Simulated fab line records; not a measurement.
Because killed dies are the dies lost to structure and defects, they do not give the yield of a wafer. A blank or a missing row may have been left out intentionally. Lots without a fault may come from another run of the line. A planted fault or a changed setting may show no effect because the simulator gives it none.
2 desks looking at one fault :: flow n5_finfet :: each desk has only its own numbers; what lay behind them comes last

THE DEFECT DESK
Lot by lot, what the route's inspections counted, given as the mean of those sampled wafers with a number. If a lot's mean is further than 4 standard deviations from the usual mean, the lot is out of limits and carries the mark OUT (the distance appears in the brackets).
Columns: A = raw_defect_count at N5_BEOL_M7_INSPECT_13, usual 412
lot: L167
first seen here: day 9 04:13
A: 456

lot: L172
first seen here: day 10 17:34
A: 1165 (+8.0) OUT

lot: L173
first seen here: day 10 20:38
A: 1076 (+7.1) OUT

lot: L176
first seen here: day 11 19:14
A: 1053 (+6.8) OUT

lot: L181
first seen here: day 13 00:34
A: 519
Finding of this desk: L172, L173, L176 out of limits; the first was L172 at day 10 17:34, on raw_defect_count at N5_BEOL_M7_INSPECT_13. In limits: L167, L181.

TOOL OWNER'S DESK, pecvd-01
The tool's own readings at N5_BEOL_M7_PECVD_70 (deposits SiO2 from TEOS/O2, target thk 20 nm, time 22.7 s): means of the sampled wafers that have a number, for each lot that ran on this tool. If a lot's mean is further than 4 standard deviations from the usual mean, the lot is out of limits and carries the mark OUT (the distance appears in the brackets).
Columns: A = heater_power_outer_w at N5_BEOL_M7_PECVD_70, usual 454 W; B = heater_power_w at N5_BEOL_M7_PECVD_70, usual 764 W; C = showerhead_plenum_p_Torr at N5_BEOL_M7_PECVD_70, usual 8.78 Torr; D = throttle_valve_pct at N5_BEOL_M7_PECVD_70, usual 22.7 %
lot: L167
first seen here: day 9 02:29
A: 451
B: 813
C: 8.73
D: 22.9

lot: L172
first seen here: day 10 15:40
A: 532
B: 906
C: 8.76
D: 23.7

lot: L173
first seen here: day 10 18:29
A: 489
B: 841
C: 8.75
D: 22.9

lot: L176
first seen here: day 11 17:24
A: 458
B: 800
C: 8.75
D: 23.1
Finding of this desk: none of the 4 lots has anything out of limits.

TAKEN TOGETHER
The defect desk could have raised an alarm at day 10 17:34, on L172, L173, L176.
The tool owner's desk saw nothing out of limits.
Tool owner's desk: L172, L173, L176 on record, inside its limits.
All the named lots went through N5_BEOL_M7_PECVD_70 on pecvd-01.

WHAT HAD BEEN PUT IN BY THE SIMULATOR
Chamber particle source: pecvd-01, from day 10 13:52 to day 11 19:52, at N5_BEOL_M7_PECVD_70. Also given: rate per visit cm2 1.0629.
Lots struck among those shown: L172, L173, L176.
Hours from the fault's start to each desk's first reading out of limits: the defect desk, 4.
